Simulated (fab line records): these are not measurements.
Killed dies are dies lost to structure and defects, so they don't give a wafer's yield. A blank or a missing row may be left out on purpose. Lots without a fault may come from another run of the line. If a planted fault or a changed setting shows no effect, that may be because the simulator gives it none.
Which tool did it? ; flow nandHarc ; Sampling: 11 lots, 33 wafers, 8 of 1159 route steps

WHAT THE GAUGES SHOWED, per wafer
NHARC_P_STI_INSPECT_11.
lot;measured;on;rawDefectCount
L262;day 2 09:14;defectInspect-02;5 4 1
L265;day 3 02:35;defectInspect-01;8 3 7
L268;day 3 23:15;defectInspect-02;12 7 3
L270;day 4 13:12;defectInspect-01;4 5 5
L274;day 5 11:01;defectInspect-01;7 5 6
L276;day 5 23:13;defectInspect-02;7 4 7
L279;day 6 20:10;defectInspect-01;4 7 8
L282;day 7 11:07;defectInspect-01;9 11 5
L283;day 7 16:55;defectInspect-01;7 5 3
L284;day 8 01:35;defectInspect-02;6 5 4
L285;day 8 05:55;defectInspect-01;9 9 7

NHARC_P_STI_INSPECT_25.
lot;measured;on;rawDefectCount
L262;day 3 16:46;defectInspect-01;299 272 187
L265;day 4 06:23;defectInspect-02;197 231 273
L268;day 5 08:00;defectInspect-01;130 166 265
L270;day 5 14:48;defectInspect-02;178 167 243
L274;day 7 01:16;defectInspect-01;260 248 420
L276;day 7 01:16;defectInspect-02;230 200 107
L279;day 8 00:43;defectInspect-01;305 360 392
L282;day 8 17:46;defectInspect-02;554 537 548
L283;day 9 00:41;defectInspect-01;739 657 794
L284;day 9 05:25;defectInspect-02;209 247 216
L285;day 9 20:59;defectInspect-02;531 274 278

NHARC_P_GATE_INSPECT_28.
lot;measured;on;rawDefectCount
L262;day 4 16:29;defectInspect-02;10 11 4
L265;day 5 04:44;defectInspect-01;11 12 8
L268;day 6 08:41;defectInspect-02;5 4 3
L270;day 6 14:31;defectInspect-01;7 11 3
L274;day 8 00:07;defectInspect-02;7 4 6
L276;day 8 00:20;defectInspect-02;9 15 7
L279;day 8 23:09;defectInspect-01;6 1 9
L282;day 9 17:58;defectInspect-02;459 400 410
L283;day 10 01:04;defectInspect-02;431 415 437
L284;day 10 03:53;defectInspect-01;6 9 2
L285;day 10 22:20;defectInspect-02;1 7 11

NHARC_P_GATE_INSPECT_68.
lot;measured;on;rawDefectCount
L262;day 5 11:23;defectInspect-01;289 271 207
L265;day 6 00:25;defectInspect-01;153 198 265
L268;day 7 03:24;defectInspect-01;146 166 233
L270;day 7 09:01;defectInspect-02;204 149 245
L274;day 8 19:10;defectInspect-01;216 225 403
L276;day 8 19:57;defectInspect-02;203 173 114
L279;day 9 20:31;defectInspect-01;256 279 401
L282;day 10 14:53;defectInspect-01;555 515 554
L283;day 10 19:55;defectInspect-01;686 603 716
L284;day 10 22:13;defectInspect-01;188 231 168
L285;day 11 16:47;defectInspect-01;448 188 275

NHARC_END_SORT_01.
lot;measured;on;killedAtArray;killedAtOther;killedAtPeriphery;killedDies;killedOpen;killedShort
L274;day 23 01:55;prober-01;45 45 41;1 1 0;5 1 5;51 47 46;4 3 2;3 2 1
L276;day 21 21:55;prober-01;18 13 29;2 1 0;1 3 1;21 17 30;5 5 9;3 1 0
L282;day 24 19:37;prober-01;17 20 19;2 1 0;88 59 79;107 80 98;8 4 6;2 1 1
L283;day 25 03:20;prober-02;22 16 24;0 1 2;90 93 56;112 110 82;6 3 3;1 1 1

WHICH TOOL RAN EACH LOT (tool, then ch and the chambers of the sampled wafers, then the start)
lot;NHARC_P_ZERO_WELL_DESCUM_54;NHARC_P_STI_PRECLEAN_38;NHARC_P_GATE_DESCUM_13
L262;rieDiel-01 ch 0,2, day 1 17:58;wetBench-04 ch 0,4,7, day 3 08:43;rieDiel-13 ch 1,3, day 4 01:17
L265;rieDiel-01 ch 0,2,3, day 2 11:48;wetBench-03 ch 2,4,5, day 3 22:10;rieDiel-12 ch 1,2, day 4 14:26
L268;rieDiel-01 ch 0,1,3, day 3 06:00;wetBench-04 ch 2,5,6, day 4 22:19;rieDiel-10 ch 0,1, day 5 16:30
L270;rieDiel-02 ch 0,1,2, day 3 17:48;wetBench-03 ch 0,2,3, day 5 06:44;rieDiel-12 ch 0,1,3, day 5 23:05
L274;rieDiel-02 ch 0,1, day 4 17:59;wetBench-01 ch 1,3,4, day 6 17:21;rieDiel-10 ch 0,2,3, day 7 09:40
L276;rieDiel-01 ch 0,1,2, day 5 06:05;wetBench-03 ch 0,1,3, day 6 17:23;rieDiel-13 ch 1,2,3, day 7 09:53
L279;rieDiel-05 ch 1,3, day 6 00:20;wetBench-04 ch 2,3,5, day 7 15:20;rieDiel-12 ch 1,2, day 8 08:55
L282;rieDiel-05 ch 0,2,3, day 6 18:03;wetBench-04 ch 1,2,7, day 8 07:50;rieDiel-13 ch 1,2,3, day 9 02:13
L283;rieDiel-05 ch 0,2, day 6 23:52;wetBench-04 ch 1,5,7, day 8 14:27;rieDiel-13 ch 0,1,2, day 9 10:01
L284;rieDiel-02 ch 0,1,2, day 7 06:02;wetBench-01 ch 2,3,6, day 8 21:25;rieDiel-13 ch 0,1,3, day 9 14:13
L285;rieDiel-05 ch 0,1, day 7 12:35;wetBench-03 ch 0,2,3, day 9 05:35;rieDiel-12 ch 0,2, day 10 05:13
- NHARC_P_ZERO_WELL_DESCUM_54: chemistry O2, time 3 s.
- NHARC_P_STI_PRECLEAN_38: cleans in SC1.
- NHARC_P_GATE_DESCUM_13: chemistry O2, time 3 s.

WHAT THE TOOLS THEMSELVES READ (means of the sampled wafers that have a number; where no wafer has one, the mark that the record gives instead)
NHARC_P_ZERO_WELL_DESCUM_54.
lot;tool;drypumpMotorCurrentA (A);mfcArSccm (sccm);oesProductAu (a.u.);rfVppV (V);showerheadPlenumPTorr (Torr);throttleValvePct (%)
L262;rieDiel-01;5.8;0.022;0.982;57.6;1.86;11.311
L265;rieDiel-01;5.8;0.014;1.001;58.0;1.87;11.307
L268;rieDiel-01;5.6;0.011;1.005;58.6;1.92;11.314
L270;rieDiel-02;5.7;0.011;1.005;57.9;1.96;11.314
L274;rieDiel-02;6.2;0.001;1.002;58.4;1.93;11.311
L276;rieDiel-01;5.7;0.012;0.992;57.5;1.88;11.318
L279;rieDiel-05;5.5;0.009;1.022;58.0;1.95;11.313
L282;rieDiel-05;5.9;0.021;1.012;57.6;1.90;11.311
L283;rieDiel-05;5.7;0.034;1.011;57.9;1.83;11.307
L284;rieDiel-02;5.7;0.011;1.001;57.2;1.95;11.306
L285;rieDiel-05;5.5;0.019;1.026;58.9;1.91;11.316

NHARC_P_STI_PRECLEAN_38.
lot;tool;diwFlowMLMin
L262;wetBench-04;1419
L265;wetBench-03;1418
L268;wetBench-04;1414
L270;wetBench-03;1417
L274;wetBench-01;1412
L276;wetBench-03;1415
L279;wetBench-04;1417
L282;wetBench-04;1411
L283;wetBench-04;1415
L284;wetBench-01;1412
L285;wetBench-03;1417

NHARC_P_GATE_DESCUM_13.
lot;tool;drypumpMotorCurrentA (A);mfcArSccm (sccm);oesProductAu (a.u.);rfVppV (V);showerheadPlenumPTorr (Torr);throttleValvePct (%)
L262;rieDiel-13;5.1;0.002;1.007;57.1;1.84;11.316
L265;rieDiel-12;5.6;0.010;0.987;58.2;1.85;11.309
L268;rieDiel-10;6.3;0.012;0.999;57.9;1.87;11.317
L270;rieDiel-12;5.6;0.007;0.997;58.5;1.93;11.326
L274;rieDiel-10;6.0;0.008;1.001;59.2;1.96;11.314
L276;rieDiel-13;5.3;0.002;1.010;57.1;1.91;11.314
L279;rieDiel-12;5.7;0.005;0.987;57.3;1.86;11.311
L282;rieDiel-13;5.3;0.002;1.003;57.9;1.90;11.311
L283;rieDiel-13;5.4;0.002;1.008;58.7;1.88;11.317
L284;rieDiel-13;5.3;0.002;1.005;57.0;1.82;11.303
L285;rieDiel-12;5.6;0.002;0.996;57.6;1.91;11.316

THE ANSWER, worked out from the rows above alone
Rule: what is usual is taken from the lots themselves. The widest of any qualifying gaps counts: lots, ordered by their means at a reading, are off when they make up no more than a third of the lots, leave a main group of 4 or more, and stand apart from it by 3 or more times the standard deviation of that group's means. A main group is skipped when, at the precision printed for the reading in the tables above, its means are all equal. Also off: a lot with no number at a reading for which 4 or more lots have one. The other lots that the step has rows for count as sound. Order of review: gauges by route order, followed by the tools' own readings, for which a lot's mean as printed above is used. The first step at which some lot is off is used, and at that step the reading that is off furthest; a lot without a number counts as furthest.
Off, at NHARC_P_GATE_INSPECT_28 on rawDefectCount: L282, L283. Main group: mean 7, sd 2.1.
A tool fits if, at a process step before that reading, it ran every lot that is off, and no sound lot after the first of them. The gauges at NHARC_P_GATE_INSPECT_28 aren't tried: what is off there is off at NHARC_P_GATE_INSPECT_68 too, on other tools, and a gauge's error can't cause that. One fits: NHARC_P_STI_PRECLEAN_38 on wetBench-04. A fault onset in the window from L279 (day 7 15:20, its last sound lot) to L282 (day 8 07:50, its first lot off) fits.

WHAT WAS PUT IN BY THE SIMULATOR
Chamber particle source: wetBench-04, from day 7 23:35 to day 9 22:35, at NHARC_P_STI_PRECLEAN_38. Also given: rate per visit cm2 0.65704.
Lots struck among those shown: L282, L283. The same result came from the rule above.
